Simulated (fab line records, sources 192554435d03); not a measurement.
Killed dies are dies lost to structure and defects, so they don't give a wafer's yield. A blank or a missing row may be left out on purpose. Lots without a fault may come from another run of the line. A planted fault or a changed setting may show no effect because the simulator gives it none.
Chamber matching | flow n5_finfet | N5_MIM_BOT_LITHO_DESCUM_10 on rie_diel-02: 4 sister chambers
The step chemistry O2, time 7.9 s. 4 wafers are shown with their chamber, then 6 later ones without.

WAFERS WITH THEIR CHAMBER
wafer  | chamber | drypump_motor_current_A (A)
L957.5 | 3       | 5.1
L959.2 | 2       | 5.5
L969.3 | 0       | 5.7
L969.4 | 1       | 4.7

WAFERS WITHOUT THEIR CHAMBER
wafer  | drypump_motor_current_A (A)
L969.5 | 5.1
L967.4 | 4.6
L967.5 | 5.6
L973.1 | 4.7
L973.3 | 5.7
L973.6 | 5.5

WHICH CHAMBER EACH WENT THROUGH
wafer  | from the rows above     | in truth
L969.5 | 3                       | 3
L967.4 | 1                       | 1
L967.5 | can't be placed: 2 or 0 | 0
L973.1 | 1                       | 1
L973.3 | 0                       | 0
L973.6 | 2                       | 2
Placed correctly: 5 of 6. Can't be placed from these rows: 1 (the true chamber is among the candidates in 1). Placed wrongly: 0.
How it was worked out, from the rows above alone: a wafer's distance from a chamber is the root of the sum, over the readings, of the square of ((its reading less the chamber's mean) divided by the reading's scatter). The wafer belongs to the nearest chamber; if the next one is less than 2 further off, it can't be placed. A chamber's mean is the mean of its shown wafers. The scatter: with one shown wafer a chamber, the root of the mean of the squares of how far each hidden wafer lies from its nearest shown one.
